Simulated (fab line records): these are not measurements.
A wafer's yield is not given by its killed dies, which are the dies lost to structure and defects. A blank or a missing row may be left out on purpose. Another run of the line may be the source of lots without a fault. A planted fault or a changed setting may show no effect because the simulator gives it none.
fab line records -- flow nandHarc -- part 1 of 2: steps 1 to 18 of 27
record lots=5, wafers=15, lastDay=32
route steps=1302 shown A_CONTACT@1039
lots untouched by any fault: they come from a run of this same line in which no faults occurred
startH: start of the lot's first displayed wafer, in hours after the record's first day -- waitH: hours from the lot's prior step to this one -- " unchanged from the row above -- L1.1+2: several wafers, shown together as one row -- - either no value or no given start -- * or withheld: withheld -- < > ~ a bound
route shown NAME@n: a module of which the file shows steps, and the number in the route of the first -- usual: mean/standard deviation of fault-free wafers -- same: alike in all rows -- chamber/n: place in a boat -- sites: readings site by site -- _std_site: their standard deviation -- _edge_site: the outer-site mean with the inner-site mean subtracted -- radiusMm: for every site, how far away it sits from the centre of the wafer -- mask NAME#n: copy n -- behind: the most recent tool/chamber to have shaped the wafer -- hold: reason for holding the lot/hours on hold/outcome of the hold -- device: which transistor (n, p or np) failed to switch -- end of line: the same wafers' tests at the end of the route -- a step with no rows: only its recipe -- killed: not the wafer's yield, but the dies lost to structure and defects at the first sort -- map: per-die view of a wafer (x killed, . not killed, _ where there is no die)
set.NAME: the setting the step ran with; set.NAME@STEP: the setting that earlier step ran with -- model.NAME: the simulator's own value behind a step, which no gauge read
lots at selected steps of the route; one table per step, one row per wafer
services: the hour from which a tool's chamber was out of use, counted from the record's first day as startH (under 0 if before that day), plus the number of hours and why
## steps
# step NHARC_A_CONTACT_CD_MEAS_69
# recipe targetCdNm=300, landingEnergyEv=500
# usual cdNm=299.7/0.56
lot.wafer,tool,chamber,startH,waitH,cdNm
L078.1,cdSem-03,0,540.12,-,299.0
L078.2,cdSem-03,0,540.12,-,298.9
L078.4,cdSem-03,0,540.12,-,299.1
L083.2,cdSem-02,0,602.90,-,299.0
L083.4,cdSem-02,0,602.90,-,299.5
L083.5,cdSem-02,0,602.90,-,299.5
L084.3,cdSem-03,0,608.31,-,298.8
L084.4,cdSem-03,0,608.31,-,298.6
L084.6,cdSem-03,0,608.31,-,298.8
L089.3,cdSem-01,0,649.42,-,299.7
L089.5,cdSem-01,0,649.42,-,299.4
L089.6,cdSem-01,0,649.42,-,299.2
L091.2,cdSem-02,0,691.89,-,299.5
L091.3,cdSem-02,0,691.89,-,298.8
L091.6,cdSem-02,0,691.89,-,299.3
# step NHARC_A_CONTACT_OVL_MEAS_70
# usual overlayXNm=0.0/0.7, overlayYNm=0.3/0.84
lot.wafer,tool,chamber,startH,waitH,overlayXNm,overlayYNm
L078.1,overlay-01,-,540.21,-,-0.1,1.1
L078.2,overlay-01,-,540.21,-,-0.2,0.8
L078.4,overlay-01,-,540.21,-,-0.2,1.3
L083.2,overlay-02,-,602.99,-,-0.7,-0.4
L083.4,overlay-02,-,602.99,-,-0.5,-0.5
L083.5,overlay-02,-,602.99,-,-0.4,-0.7
L084.3,overlay-02,-,608.40,-,0.6,-1.7
L084.4,overlay-02,-,608.40,-,-0.6,-1.7
L084.6,overlay-02,-,608.40,-,-1.1,-1.6
L089.3,overlay-02,-,649.51,-,-0.7,-0.1
L089.5,overlay-02,-,649.51,-,-0.2,0.0
L089.6,overlay-02,-,649.51,-,-0.3,0.0
L091.2,overlay-02,-,691.97,-,1.5,1.1
L091.3,overlay-02,-,691.97,-,1.2,1.5
L091.6,overlay-02,-,691.97,-,2.2,1.3
# step NHARC_A_CONTACT_INSPECT_71
# usual rawDefectCount=79/38
lot.wafer,tool,chamber,startH,waitH,rawDefectCount
L078.1,defectInspect-02,-,540.25,0.0,49
L078.2,defectInspect-02,-,540.25,0.0,51
L078.4,defectInspect-02,-,540.25,0.0,62
L083.2,defectInspect-02,-,603.02,0.0,132
L083.4,defectInspect-02,-,603.02,0.0,128
L083.5,defectInspect-02,-,603.02,0.0,130
L084.3,defectInspect-01,-,608.43,0.0,77
L084.4,defectInspect-01,-,608.43,0.0,56
L084.6,defectInspect-01,-,608.43,0.0,66
L089.3,defectInspect-01,-,649.55,0.0,109
L089.5,defectInspect-01,-,649.55,0.0,80
L089.6,defectInspect-01,-,649.55,0.0,87
L091.2,defectInspect-02,-,692.01,0.0,103
L091.3,defectInspect-02,-,692.01,0.0,112
L091.6,defectInspect-02,-,692.01,0.0,140
# step NHARC_A_CONTACT_DESCUM_74
# recipe timeS=3, o2FlowSccm=200, arFlowSccm=0, biasPowerW=0, chemistry=O2
# usual drypumpMotorCurrentA=5.7/0.51, oesProductAu=1.002/0.0097, rfVppV=57.7/0.9, showerheadPlenumPTorr=1.90/0.076, throttleValvePct=11.310/0.0088
# same timeS=3
lot.wafer,tool,chamber,startH,waitH,drypumpMotorCurrentA,oesProductAu,rfHoursCounterH,rfVppV,showerheadPlenumPTorr,throttleValvePct
L078.2,rieDiel-07,3,540.31,0.1,5.4,0.985,15,59.8,2.03,11.305
L078.1,rieDiel-07,0,540.31,0.1,5.2,1.009,15,57.7,1.96,11.308
L078.4,rieDiel-07,1,540.31,0.1,5.9,1.002,15,58.5,2.04,11.338
L083.4,rieDiel-08,3,603.08,0.1,5.3,1.010,10,57.2,1.81,11.313
L083.2,rieDiel-08,1,603.08,0.1,5.7,0.983,9,58.7,1.94,11.318
L083.5,rieDiel-08,0,603.08,0.1,6.8,0.995,-,56.9,1.96,11.304
L084.4,rieDiel-08,2,608.49,0.1,5.4,1.011,11,56.6,1.84,11.310
L084.3,rieDiel-08,1,608.49,0.1,5.7,0.991,11,59.0,1.94,11.324
L084.6,rieDiel-08,2,608.49,0.1,5.3,1.015,-,57.3,1.84,11.313
L089.3,rieDiel-08,2,649.61,0.1,5.4,0.992,18,56.3,1.84,11.319
L089.6,rieDiel-08,1,649.61,0.1,5.7,0.978,-,58.0,1.93,11.293
L089.5,rieDiel-08,2,649.61,0.1,5.3,0.994,-,55.5,1.83,11.319
L091.2,rieDiel-08,0,692.07,0.1,6.8,1.011,23,59.8,1.96,11.314
L091.3,rieDiel-08,3,692.07,0.1,5.3,1.011,25,58.0,1.81,11.293
L091.6,rieDiel-08,0,692.07,0.1,6.8,1.018,-,57.1,1.96,11.290
# step NHARC_A_CONTACT_ETCH_75
# recipe targetDepthA=390, overEtchFrac=0.3, timeS=65, ionEnergyEv=80, cf4FlowSccm=150, arFlowSccm=0, rfW=300, biasW=100, chemistry=CF4
# usual drypumpMotorCurrentA=5.7/0.54, oesProductAu=1.000/0.0097, rfVppV=151.3/1.2, showerheadPlenumPTorr=1.77/0.065, throttleValvePct=13.283/0.0093
# same timeS=65
lot.wafer,tool,chamber,startH,waitH,drypumpMotorCurrentA,oesProductAu,rfHoursCounterH,rfVppV,showerheadPlenumPTorr,throttleValvePct
L078.2,rieDiel-07,3,540.50,0.2,5.4,0.991,15,152.4,1.87,13.289
L078.4,rieDiel-07,0,540.50,0.2,5.2,1.012,15,151.6,1.81,13.279
L078.1,rieDiel-07,1,540.50,0.2,5.9,1.018,15,152.2,1.87,13.284
L083.2,rieDiel-08,3,603.18,0.1,5.3,1.002,10,150.8,1.68,13.278
L083.4,rieDiel-08,1,603.18,0.1,5.8,0.978,9,151.3,1.79,13.258
L083.5,rieDiel-08,3,603.18,0.1,5.3,1.006,-,151.3,1.68,13.280
L084.4,rieDiel-08,0,608.59,0.1,6.8,0.999,12,151.3,1.81,13.290
L084.3,rieDiel-08,1,608.59,0.1,5.7,0.986,11,150.8,1.79,13.283
L084.6,rieDiel-08,3,608.59,0.1,5.4,0.998,-,150.8,1.68,13.278
L089.3,rieDiel-08,2,649.70,0.1,5.3,0.987,18,151.3,1.70,13.275
L089.6,rieDiel-08,0,649.70,0.1,6.8,1.003,-,152.6,1.81,13.282
L089.5,rieDiel-08,1,649.70,0.1,5.8,0.990,-,149.9,1.79,13.288
L091.3,rieDiel-08,1,692.17,0.1,5.8,1.002,25,150.9,1.78,13.299
L091.2,rieDiel-08,2,692.17,0.1,5.4,1.000,24,150.1,1.70,13.282
L091.6,rieDiel-08,0,692.17,0.1,6.8,1.008,-,152.3,1.81,13.275
# step NHARC_A_CONTACT_ETCH_76
# recipe targetDepthA=2600, overEtchFrac=0.3, timeS=475.3, ionEnergyEv=200, n2FlowSccm=150, h2FlowSccm=150, arFlowSccm=0, rfW=400, biasW=150, chemistry=N2/H2
# usual drypumpMotorCurrentA=5.7/0.52, oesProductAu=1.002/0.0099, rfVppV=430.3/2.4, showerheadPlenumPTorr=2.04/0.081, throttleValvePct=14.172/0.0094
# same timeS=475.3
lot.wafer,tool,chamber,startH,waitH,drypumpMotorCurrentA,oesProductAu,rfHoursCounterH,rfVppV,showerheadPlenumPTorr,throttleValvePct
L078.2,rieDiel-07,1,-,-,5.9,1.015,15,434.1,2.17,14.170
L078.1,rieDiel-07,3,-,-,5.4,0.998,15,432.3,2.17,14.172
L078.4,rieDiel-07,0,-,-,5.2,1.009,15,430.8,2.09,14.162
L083.4,rieDiel-08,2,-,-,5.4,1.002,9,429.0,1.96,14.169
L083.2,rieDiel-08,0,-,-,6.8,0.999,10,430.4,2.09,14.167
L083.5,rieDiel-08,2,-,-,5.3,1.010,-,428.2,1.96,14.201
L084.4,rieDiel-08,3,-,-,5.4,1.009,11,427.6,1.93,14.174
L084.3,rieDiel-08,0,-,-,6.8,1.001,12,431.9,2.09,14.171
L084.6,rieDiel-08,3,-,-,5.4,1.009,-,427.2,1.93,14.187
L089.3,rieDiel-08,2,-,-,5.4,1.026,18,429.0,1.95,14.163
L089.6,rieDiel-08,0,-,-,6.8,1.021,-,431.9,2.09,14.173
L089.5,rieDiel-08,1,-,-,5.8,0.996,-,430.7,2.06,14.178
L091.2,rieDiel-08,1,-,-,5.7,1.004,25,432.4,2.06,14.171
L091.3,rieDiel-08,2,-,-,5.4,1.006,24,427.7,1.95,14.154
L091.6,rieDiel-08,2,-,-,5.4,1.009,-,427.0,1.95,14.162
# step NHARC_A_CONTACT_ETCH_77
# recipe targetDepthA=1089, timeS=54.5, cf4FlowSccm=100, chf3FlowSccm=30, arFlowSccm=0, rfW=500, biasW=200, chemistry=CF4/CHF3
# usual drypumpMotorCurrentA=5.7/0.53, oesProductAu=0.939/0.022, rfVppV=370.5/2.1, showerheadPlenumPTorr=1.57/0.058, throttleValvePct=16.802/0.0092
# same timeS=54.5
lot.wafer,tool,chamber,startH,waitH,drypumpMotorCurrentA,oesProductAu,rfHoursCounterH,rfVppV,showerheadPlenumPTorr,throttleValvePct
L078.4,rieDiel-07,3,-,-,5.4,0.940,17,373.2,1.67,16.801
L078.1,rieDiel-07,1,-,-,5.9,0.953,19,373.4,1.67,16.788
L078.2,rieDiel-07,2,-,-,5.1,0.950,20,368.9,1.51,16.807
L083.4,rieDiel-08,1,-,-,5.7,0.915,9,371.3,1.59,16.810
L083.2,rieDiel-08,0,-,-,6.8,0.919,10,370.5,1.61,16.795
L083.5,rieDiel-08,2,-,-,5.3,0.928,-,367.1,1.51,16.814
L084.4,rieDiel-08,0,-,-,6.8,0.924,12,370.9,1.61,16.787
L084.3,rieDiel-08,1,-,-,5.7,0.917,12,371.2,1.59,16.808
L084.6,rieDiel-08,1,-,-,5.7,0.915,-,369.9,1.59,16.778
L089.3,rieDiel-08,3,-,-,5.4,0.980,18,367.4,1.49,16.809
L089.5,rieDiel-08,3,-,-,5.4,0.978,-,368.2,1.49,16.791
L089.6,rieDiel-08,0,-,-,6.8,0.986,-,371.2,1.61,16.798
L091.3,rieDiel-08,2,-,-,5.4,0.983,25,368.2,1.51,16.816
L091.2,rieDiel-08,1,-,-,5.8,0.963,26,370.0,1.59,16.791
L091.6,rieDiel-08,3,-,-,5.4,0.992,-,368.2,1.49,16.807
# step NHARC_A_CONTACT_ETCH_78
# recipe targetDepthA=53000, overEtchFrac=0.3, timeS=1378, ionEnergyEv=150, o2FlowSccm=400, cosFlowSccm=20, arFlowSccm=0, rfW=500, biasW=300, chemistry=O2/COS
# usual drypumpMotorCurrentA=5.8/0.55, oesProductAu=1.001/0.01, rfVppV=314.1/1.9, showerheadPlenumPTorr=3.12/0.11, throttleValvePct=28.330/0.0088
# same timeS=1378
lot.wafer,tool,chamber,startH,waitH,drypumpMotorCurrentA,oesProductAu,rfHoursCounterH,rfVppV,showerheadPlenumPTorr,throttleValvePct
L078.4,rieDiel-07,1,-,-,5.9,1.010,19,317.0,3.31,28.316
L078.2,rieDiel-07,2,-,-,5.1,1.005,20,310.5,2.99,28.336
L078.1,rieDiel-07,0,-,-,5.2,1.004,17,315.3,3.20,28.338
L083.2,rieDiel-08,1,-,-,5.8,0.983,10,313.8,3.16,28.323
L083.4,rieDiel-08,3,-,-,5.3,1.010,10,313.1,2.97,28.338
L083.5,rieDiel-08,0,-,-,6.8,0.999,-,316.0,3.20,28.338
L084.4,rieDiel-08,2,-,-,5.4,1.017,11,313.9,3.01,28.327
L084.3,rieDiel-08,3,-,-,5.4,1.012,12,312.6,2.96,28.320
L084.6,rieDiel-08,1,-,-,5.8,0.980,-,314.0,3.16,28.318
L089.3,rieDiel-08,2,-,-,5.4,0.996,19,313.5,3.00,28.335
L089.5,rieDiel-08,3,-,-,5.3,1.006,-,310.6,2.96,28.316
L089.6,rieDiel-08,0,-,-,6.8,1.004,-,316.1,3.19,28.333
L091.2,rieDiel-08,3,-,-,5.4,1.017,25,311.8,2.96,28.341
L091.3,rieDiel-08,2,-,-,5.4,1.010,25,311.8,3.00,28.327
L091.6,rieDiel-08,3,-,-,5.4,1.010,-,311.4,2.96,28.332
# step NHARC_A_CONTACT_ETCH_124
# recipe sourceW=withheld, pressureMtorr=20, biasV=withheld, timeS=140, targetDepthA=7000, arFlowSccm=withheld, c4f8FlowSccm=withheld, o2FlowSccm=withheld, chemistry=C4F8/O2/Ar
# same timeS=140
lot.wafer,tool,chamber,startH,waitH,rfHoursCounterH
L078.2,harCapEtch-03,1,544.79,-,51
L078.1,harCapEtch-03,0,544.79,-,51
L078.4,harCapEtch-03,0,544.79,-,-
L083.2,harCapEtch-01,0,604.68,-,13
L083.4,harCapEtch-01,1,604.68,-,-
L083.5,harCapEtch-01,0,604.68,-,-
L084.4,harCapEtch-03,1,610.10,-,-
L084.3,harCapEtch-03,0,610.10,-,-
L084.6,harCapEtch-03,0,610.10,-,-
L089.3,harCapEtch-03,0,651.22,-,-
L089.5,harCapEtch-03,0,651.22,-,-
L089.6,harCapEtch-03,1,651.22,-,-
L091.2,harCapEtch-03,0,693.70,-,76
L091.3,harCapEtch-03,0,693.70,-,-
L091.6,harCapEtch-03,1,693.70,-,-
# step NHARC_A_CONTACT_ETCH_125
# recipe sourceW=withheld, pressureMtorr=20, biasV=3000, timeS=197, targetDepthA=19180, arFlowSccm=withheld, c4f8FlowSccm=withheld, o2FlowSccm=withheld, chemistry=C4F8/O2/Ar
# same timeS=197
lot.wafer,tool,chamber,startH,waitH,rfHoursCounterH
L078.2,harCapEtch-03,1,544.99,0.2,51
L078.1,harCapEtch-03,0,544.99,0.2,51
L078.4,harCapEtch-03,0,544.99,0.2,-
L083.2,harCapEtch-01,0,604.87,0.2,13
L083.4,harCapEtch-01,1,604.87,0.2,-
L083.5,harCapEtch-01,0,604.87,0.2,-
L084.4,harCapEtch-03,1,610.29,0.2,-
L084.3,harCapEtch-03,0,610.29,0.2,-
L084.6,harCapEtch-03,0,610.29,0.2,-
L089.3,harCapEtch-03,0,651.41,0.2,-
L089.5,harCapEtch-03,0,651.41,0.2,-
L089.6,harCapEtch-03,1,651.41,0.2,-
L091.2,harCapEtch-03,0,693.90,0.2,77
L091.3,harCapEtch-03,0,693.90,0.2,-
L091.6,harCapEtch-03,1,693.90,0.2,-
# step NHARC_A_CONTACT_ETCH_126
# recipe sourceW=withheld, pressureMtorr=20, biasV=3000, timeS=197, targetDepthA=19180, arFlowSccm=withheld, c4f8FlowSccm=withheld, o2FlowSccm=withheld, chemistry=C4F8/O2/Ar
# same timeS=197
lot.wafer,tool,chamber,startH,waitH,rfHoursCounterH
L078.2,harCapEtch-03,1,545.16,0.1,52
L078.1,harCapEtch-03,0,545.16,0.1,52
L078.4,harCapEtch-03,0,545.16,0.1,-
L083.2,harCapEtch-01,0,605.05,0.1,13
L083.4,harCapEtch-01,1,605.05,0.1,-
L083.5,harCapEtch-01,0,605.05,0.1,-
L084.4,harCapEtch-03,1,610.47,0.1,-
L084.3,harCapEtch-03,0,610.47,0.1,-
L084.6,harCapEtch-03,0,610.47,0.1,-
L089.3,harCapEtch-03,0,651.59,0.1,-
L089.5,harCapEtch-03,0,651.59,0.1,-
L089.6,harCapEtch-03,1,651.59,0.1,-
L091.2,harCapEtch-03,0,694.07,0.1,77
L091.3,harCapEtch-03,0,694.07,0.1,-
L091.6,harCapEtch-03,1,694.07,0.1,-
# step NHARC_A_CONTACT_ETCH_127
# recipe sourceW=withheld, pressureMtorr=20, biasV=3000, timeS=197, targetDepthA=19180, arFlowSccm=withheld, c4f8FlowSccm=withheld, o2FlowSccm=withheld, chemistry=C4F8/O2/Ar
# same timeS=197
lot.wafer,tool,chamber,startH,waitH,rfHoursCounterH
L078.2,harCapEtch-03,1,545.34,0.2,52
L078.1,harCapEtch-03,0,545.34,0.2,52
L078.4,harCapEtch-03,0,545.34,0.2,-
L083.2,harCapEtch-01,0,605.22,0.1,13
L083.4,harCapEtch-01,1,605.22,0.1,-
L083.5,harCapEtch-01,0,605.22,0.1,-
L084.4,harCapEtch-03,1,610.65,0.1,-
L084.3,harCapEtch-03,0,610.65,0.1,-
L084.6,harCapEtch-03,0,610.65,0.1,-
L089.3,harCapEtch-03,0,651.77,0.1,-
L089.5,harCapEtch-03,0,651.77,0.1,-
L089.6,harCapEtch-03,1,651.77,0.1,-
L091.2,harCapEtch-03,0,694.26,0.2,77
L091.3,harCapEtch-03,0,694.26,0.2,-
L091.6,harCapEtch-03,1,694.26,0.2,-
# step NHARC_A_CONTACT_ETCH_128
# recipe sourceW=withheld, pressureMtorr=20, biasV=3000, timeS=197, targetDepthA=19180, arFlowSccm=withheld, c4f8FlowSccm=withheld, o2FlowSccm=withheld, chemistry=C4F8/O2/Ar
# same timeS=197
lot.wafer,tool,chamber,startH,waitH,rfHoursCounterH
L078.2,harCapEtch-03,1,545.52,0.1,52
L078.1,harCapEtch-03,0,545.52,0.1,52
L078.4,harCapEtch-03,0,545.52,0.1,-
L083.2,harCapEtch-01,0,605.40,0.1,14
L083.4,harCapEtch-01,1,605.40,0.1,-
L083.5,harCapEtch-01,0,605.40,0.1,-
L084.4,harCapEtch-03,1,610.83,0.1,-
L084.3,harCapEtch-03,0,610.83,0.1,-
L084.6,harCapEtch-03,0,610.83,0.1,-
L089.3,harCapEtch-03,0,651.94,0.1,-
L089.5,harCapEtch-03,0,651.94,0.1,-
L089.6,harCapEtch-03,1,651.94,0.1,-
L091.2,harCapEtch-03,0,694.50,0.2,77
L091.3,harCapEtch-03,0,694.50,0.2,-
L091.6,harCapEtch-03,1,694.50,0.2,-
# step NHARC_A_CONTACT_ETCH_129
# recipe sourceW=withheld, pressureMtorr=20, biasV=3000, timeS=197, targetDepthA=19180, arFlowSccm=withheld, c4f8FlowSccm=withheld, o2FlowSccm=withheld, chemistry=C4F8/O2/Ar
# same timeS=197
lot.wafer,tool,chamber,startH,waitH,rfHoursCounterH
L078.2,harCapEtch-03,1,545.69,0.1,52
L078.1,harCapEtch-03,0,545.69,0.1,52
L078.4,harCapEtch-03,0,545.69,0.1,-
L083.2,harCapEtch-01,0,605.58,0.1,14
L083.4,harCapEtch-01,1,605.58,0.1,-
L083.5,harCapEtch-01,0,605.58,0.1,-
L084.4,harCapEtch-03,1,611.00,0.1,-
L084.3,harCapEtch-03,0,611.00,0.1,-
L084.6,harCapEtch-03,0,611.00,0.1,-
L089.3,harCapEtch-03,0,652.12,0.1,-
L089.5,harCapEtch-03,0,652.12,0.1,-
L089.6,harCapEtch-03,1,652.12,0.1,-
L091.2,harCapEtch-03,0,694.73,0.2,77
L091.3,harCapEtch-03,0,694.73,0.2,-
L091.6,harCapEtch-03,1,694.73,0.2,-
# step NHARC_A_CONTACT_ETCH_130
# recipe sourceW=withheld, pressureMtorr=20, biasV=3000, timeS=197, targetDepthA=19180, arFlowSccm=withheld, c4f8FlowSccm=withheld, o2FlowSccm=withheld, chemistry=C4F8/O2/Ar
# same timeS=197
lot.wafer,tool,chamber,startH,waitH,rfHoursCounterH
L078.2,harCapEtch-03,1,545.87,0.1,52
L078.1,harCapEtch-03,0,545.87,0.1,52
L078.4,harCapEtch-03,0,545.87,0.1,-
L083.2,harCapEtch-01,0,605.75,0.1,14
L083.4,harCapEtch-01,1,605.75,0.1,-
L083.5,harCapEtch-01,0,605.75,0.1,-
L084.4,harCapEtch-03,1,611.18,0.1,-
L084.3,harCapEtch-03,0,611.18,0.1,-
L084.6,harCapEtch-03,0,611.18,0.1,-
L089.3,harCapEtch-03,0,652.30,0.1,-
L089.5,harCapEtch-03,0,652.30,0.1,-
L089.6,harCapEtch-03,1,652.30,0.1,-
L091.2,harCapEtch-03,0,694.97,0.2,77
L091.3,harCapEtch-03,0,694.97,0.2,-
L091.6,harCapEtch-03,1,694.97,0.2,-
# step NHARC_A_CONTACT_ETCH_131
# recipe sourceW=withheld, pressureMtorr=20, biasV=3000, timeS=197, targetDepthA=19180, arFlowSccm=withheld, c4f8FlowSccm=withheld, o2FlowSccm=withheld, chemistry=C4F8/O2/Ar
# same timeS=197
lot.wafer,tool,chamber,startH,waitH,rfHoursCounterH
L078.2,harCapEtch-03,1,546.05,0.1,52
L078.1,harCapEtch-03,0,546.05,0.1,52
L078.4,harCapEtch-03,0,546.05,0.1,-
L083.2,harCapEtch-01,0,605.93,0.1,14
L083.4,harCapEtch-01,1,605.93,0.1,-
L083.5,harCapEtch-01,0,605.93,0.1,-
L084.4,harCapEtch-03,1,611.35,0.1,-
L084.3,harCapEtch-03,0,611.35,0.1,-
L084.6,harCapEtch-03,0,611.35,0.1,-
L089.3,harCapEtch-03,0,652.47,0.1,-
L089.5,harCapEtch-03,0,652.47,0.1,-
L089.6,harCapEtch-03,1,652.47,0.1,-
L091.2,harCapEtch-03,0,695.21,0.2,78
L091.3,harCapEtch-03,0,695.21,0.2,-
L091.6,harCapEtch-03,1,695.21,0.2,-
# step NHARC_A_CONTACT_ETCH_132
# recipe sourceW=withheld, pressureMtorr=20, biasV=3000, timeS=197, targetDepthA=19240, arFlowSccm=withheld, c4f8FlowSccm=withheld, o2FlowSccm=withheld, chemistry=C4F8/O2/Ar
# same timeS=197
lot.wafer,tool,chamber,startH,waitH,rfHoursCounterH
L078.2,harCapEtch-03,1,546.22,0.1,53
L078.1,harCapEtch-03,0,546.22,0.1,53
L078.4,harCapEtch-03,0,546.22,0.1,-
L083.2,harCapEtch-01,0,606.11,0.1,14
L083.4,harCapEtch-01,1,606.11,0.1,-
L083.5,harCapEtch-01,0,606.11,0.1,-
L084.4,harCapEtch-03,1,611.53,0.1,-
L084.3,harCapEtch-03,0,611.53,0.1,-
L084.6,harCapEtch-03,0,611.53,0.1,-
L089.3,harCapEtch-03,0,652.65,0.1,-
L089.5,harCapEtch-03,0,652.65,0.1,-
L089.6,harCapEtch-03,1,652.65,0.1,-
L091.2,harCapEtch-03,0,695.44,0.2,78
L091.3,harCapEtch-03,0,695.44,0.2,-
L091.6,harCapEtch-03,1,695.44,0.2,-
# step NHARC_A_CONTACT_ETCH_133
# recipe sourceW=withheld, pressureMtorr=20, biasV=400, timeS=374, targetDepthA=16100, arFlowSccm=withheld, c4f8FlowSccm=11.5, o2FlowSccm=7.2, chemistry=C4F8/O2/Ar
# same timeS=374
lot.wafer,tool,chamber,startH,waitH,rfHoursCounterH
L078.2,harCapEtch-03,1,546.40,0.1,53
L078.1,harCapEtch-03,0,546.40,0.1,53
L078.4,harCapEtch-03,0,546.40,0.1,-
L083.2,harCapEtch-01,0,606.33,0.2,14
L083.4,harCapEtch-01,1,606.33,0.2,-
L083.5,harCapEtch-01,0,606.33,0.2,-
L084.4,harCapEtch-03,1,611.79,0.2,-
L084.3,harCapEtch-03,0,611.79,0.2,-
L084.6,harCapEtch-03,0,611.79,0.2,-
L089.3,harCapEtch-03,0,652.91,0.2,-
L089.5,harCapEtch-03,0,652.91,0.2,-
L089.6,harCapEtch-03,1,652.91,0.2,-
L091.2,harCapEtch-03,0,695.73,0.3,78
L091.3,harCapEtch-03,0,695.73,0.3,-
L091.6,harCapEtch-03,1,695.73,0.3,-
